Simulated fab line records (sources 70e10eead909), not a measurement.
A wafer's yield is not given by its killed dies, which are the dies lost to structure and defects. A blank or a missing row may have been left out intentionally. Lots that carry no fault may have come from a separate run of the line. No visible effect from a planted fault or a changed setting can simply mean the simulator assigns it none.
Struck lot and sound lot, side by side || flow nand-harc || 14 steps out of a route of 1302
Sound: the wafers L524.1, L524.5, L524.6. Struck: wafers L539.1, L539.5, L539.6. Last of all comes the cause.
For every step that has rows: the tool of each side, followed by ch and its chambers, followed by its first start. Under that, the readings that differ: sound wafers || struck wafers || difference of the means || sigmas: that difference in standard deviations of wafers without a fault.
alike: same words and numbers on both sides, and readings whose means sit less than 2 such deviations apart. not compared: any withheld reading, any reading some wafer has no value for, any bound like >300 that may hide the same value, and any number with overlapping values for which the record gives no deviation.
Wherever a step has rows on one side only, a row that says differs or no value, or a row with sigmas, the two part there. Numbers that don't overlap but have no deviation are shown without sigmas and don't part them. Lack of a reading on every wafer of one side parts them only where that side has two or more wafers.

NHARC_A_ONON_D1_THK_MEAS_30: measures by ellipsometry.
  sound: film-metro-02 at day 9 12:49; struck: film-metro-01 at day 15 11:04
  alike: thk-nm
NHARC_A_ONON_D1_DEP_33: deposits SiO2, target thk 200 nm.
  sound on pecvd-02 ch 0,1, day 9 12:58; struck on pecvd-01 ch 0,1,2, day 15 11:07
  alike: chamber-pressure-Torr, heater-power-w, throttle-valve-pct
NHARC_A_ONON_D1_THK_MEAS_34: measures by ellipsometry.
  sound: film-metro-02 at day 9 13:17; struck: film-metro-01 at day 15 11:32
  alike: thk-nm
NHARC_A_ONON_D1_INSPECT_32:
  sound: defect-inspect-01 at day 9 13:22; struck: defect-inspect-02 at day 15 11:37
  alike: raw-defect-count
NHARC_A_CHANNEL_HOLE_D1_DEP_00: deposits aC, target thk 3100 nm.
  sound on acl-dep-03 ch 0, day 9 16:27; struck on acl-dep-03 ch 0, day 15 12:49
  alike: throttle-valve-pct
NHARC_A_CHANNEL_HOLE_D1_DEP_01: deposits SiON, target thk 140 nm.
  sound on pecvd-04 ch 0,1, day 9 18:23; struck on pecvd-02 ch 0,2, day 15 14:46
  alike: chamber-pressure-Torr, heater-power-w
then, 5 steps without rows for these wafers: NHARC_A_CHANNEL_HOLE_D1_DEHYDRATE_02 (time 120 s); NHARC_A_CHANNEL_HOLE_D1_HMDS_03 (time 30 s); NHARC_A_CHANNEL_HOLE_D1_COAT_36 (time 75 s); NHARC_A_CHANNEL_HOLE_D1_COAT_37 (time 65 s); NHARC_A_CHANNEL_HOLE_D1_COAT_04 (resist thk 90 nm).
NHARC_A_CHANNEL_HOLE_D1_SOFTBAKE_05: time 55 s.
  sound on litho-track-06 ch 0, day 9 18:00; struck on litho-track-01 ch 0, day 15 15:00
{"reading": "heater-power-total-W (W)", "sound": "188.40 188.69 188.47", "struck": "191.91 191.97 191.87", "difference": "+3.40", "sigmas": "+24"}
then, 2 steps without rows for these wafers: NHARC_A_CHANNEL_HOLE_D1_EBR_06; NHARC_END_SORT_01.

== WHERE THEY PART ==
Within this record, at NHARC_A_CHANNEL_HOLE_D1_SOFTBAKE_05 only.

WHY: what had been put in by the simulator
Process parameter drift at NHARC_A_CHANNEL_HOLE_D1_SOFTBAKE_05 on litho-track-01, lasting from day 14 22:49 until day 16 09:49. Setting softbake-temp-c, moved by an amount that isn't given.
